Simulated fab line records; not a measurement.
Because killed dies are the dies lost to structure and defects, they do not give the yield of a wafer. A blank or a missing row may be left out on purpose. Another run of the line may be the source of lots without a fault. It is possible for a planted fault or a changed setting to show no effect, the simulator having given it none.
Struck lot and sound lot, side by side	flow nand harc	40 out of 1159 route steps
Sound: the wafers L901.1, L901.2, L901.5. The struck wafers were L914.1, L914.2, L914.4. At the end, the cause is stated.
At each step with rows: each side's tool, then ch and its chambers, then its first start. Under that, the readings that differ: sound wafers	struck wafers	difference of the means	sigmas: that difference in standard deviations of wafers without a fault.
alike: a reading whose means differ by less than 2 such deviations, as well as words and numbers matching on both sides. not compared: withheld readings; readings where some wafer has no value; bounds like >300 that might hide an equal value; numbers whose values overlap and for which the record gives no deviation.
The two part at a step that has a row with sigmas, a row that says differs or no value, or rows on one side only. Non-overlapping numbers with no deviation appear without sigmas and do not part them. Lack of a reading on every wafer of one side parts them only where that side has two or more wafers.

NHARC_A_M0_PRE_CLEAN_29: time 30 s.
  sound on pvd sputter-01; struck on pvd sputter-01
  alike: heater power w
then, 5 steps without rows for these wafers: NHARC_A_M0_PVD_20 (deposits TaN, target thk 5 nm, time 8.06 s); NHARC_A_M0_PVD_21 (deposits Cu, target thk 30 nm, time 20.49 s); NHARC_A_M0_ECD_22 (material Cu, target thk 400 nm); NHARC_A_M0_ANNEAL_30 (time 90 s); NHARC_A_M0_CMP_23 (polishes, t overpolish 20 s, target thk 113.75 nm).
NHARC_A_M0_THK_MEAS_24: measures by xrf.
  struck on film metro-02, day 20 21:58; sound on film metro-01, day 18 03:31
  alike: thk nm
then, 1 step without rows for these wafers: NHARC_A_M0_SRD_25.
NHARC_A_M0_INSPECT_27:
  struck on defect inspect-02, day 20 22:09; sound on defect inspect-02, day 18 03:42
  alike: raw defect count
NHARC_A_M0_PRE_CLEAN_31: time 12 s.
  sound on pecvd-03 ch 0,1, day 18 03:47; struck on pecvd-01 ch 0,2, day 20 22:13
  alike: heater power outer w, heater power w
then, 1 step without rows for these wafers: NHARC_A_M0_DEP_32 (deposits SiCN, target thk 30 nm).
NHARC_A_M1_DEP_00: deposits SiOC, target thk 182.5 nm.
  sound on pecvd-01 ch 0,2, day 18 04:14; struck on pecvd-01 ch 0,2, day 20 23:50
then, 9 steps without rows for these wafers: NHARC_A_M1_DEHYDRATE_01 (time 120 s); NHARC_A_M1_HMDS_02 (time 30 s); NHARC_A_M1_COAT_34 (time 65 s); NHARC_A_M1_COAT_03 (resist thk 90 nm); NHARC_A_M1_SOFTBAKE_04 (time 55 s); NHARC_A_M1_EBR_05; NHARC_A_M1_EXPOSE_06 (exposes mask A M1, target cd 120 nm); NHARC_A_M1_PEB_07 (peb time 65 s); NHARC_A_M1_DEVELOP_08 (develop time 35 s).
NHARC_A_M1_CD_MEAS_09 targets a cd of 120 nm.
  sound on cd sem-02 ch 0, day 18 05:06; struck on cd sem-01 ch 0, day 21 00:48
  alike: cd nm
NHARC_A_M1_OVL_MEAS_10: pitch 240 nm.
  struck on overlay-02, day 21 00:53; sound on overlay-02, day 18 05:11
  alike: overlay x nm, overlay y nm
NHARC_A_M1_INSPECT_11:
  struck on defect inspect-01, day 21 00:55; sound on defect inspect-01, day 18 05:13
  alike: raw defect count
then, 1 step without rows for these wafers: NHARC_A_M1_DESCUM_14 (chemistry O2, time 3 s).
NHARC_A_M1_ETCH_35: etches the open film in N2/H2, target depth 40 nm, overetch 12 nm, time 43.94 s.
  sound on rie diel-12 ch 0,1,2, day 18 05:23; struck on rie diel-05 ch 0,1,2, day 21 01:04
  alike: bias w, drypump motor current A, oes product au, rf vpp V, showerhead plenum p Torr, throttle valve pct
  not compared: rf hours counter h
then, 1 step without rows for these wafers: NHARC_A_M1_ETCH_15 (etches the open film in C4F8/Ar, target depth 182.5 nm, time 91.2 s).
NHARC_A_M1_CD_MEAS_16:
  struck on cd sem-01, day 21 01:18; sound on cd sem-02, day 18 05:36
  alike: cd nm
then, 4 steps without rows for these wafers: NHARC_A_M1_STRIP_18 (strips in N2/H2); NHARC_A_M1_ETCH_28 (etches the open film in CF4/N2, target depth 30 nm, time 72.99 s); NHARC_A_M1_STRIP_19 (strips in post etch residue remover, time 600 s); NHARC_A_M1_DEGAS_29 (time 60 s).
NHARC_A_M1_PRE_CLEAN_30: time 30 s.
  sound on pvd sputter-02; struck on pvd sputter-02
  alike: heater power w
then, 1 step without rows for these wafers: NHARC_A_M1_PVD_20 (deposits TaN, target thk 5 nm, time 8.06 s).
NHARC_A_M1_PVD_21: deposits Cu, target thk 30 nm, time 20.49 s.
  sound on pvd sputter-02; struck on pvd sputter-02
  alike: throttle valve pct
then, 4 steps without rows for these wafers: NHARC_A_M1_ECD_22 (material Cu, target thk 400 nm); NHARC_A_M1_ANNEAL_31 (time 90 s); NHARC_A_M1_CMP_23 (polishes, t overpolish 20 s, target thk 154.34 nm); NHARC_A_M1_SRD_25.
NHARC_END_SORT_01:
  at this point the record logs the struck wafers (prober-01 ch 0, day 22 13:23) and has no rows for the sound ones

== WHERE THEY PART ==
Only at NHARC_END_SORT_01, as far as this record shows.

WHY: whatever the simulator had introduced
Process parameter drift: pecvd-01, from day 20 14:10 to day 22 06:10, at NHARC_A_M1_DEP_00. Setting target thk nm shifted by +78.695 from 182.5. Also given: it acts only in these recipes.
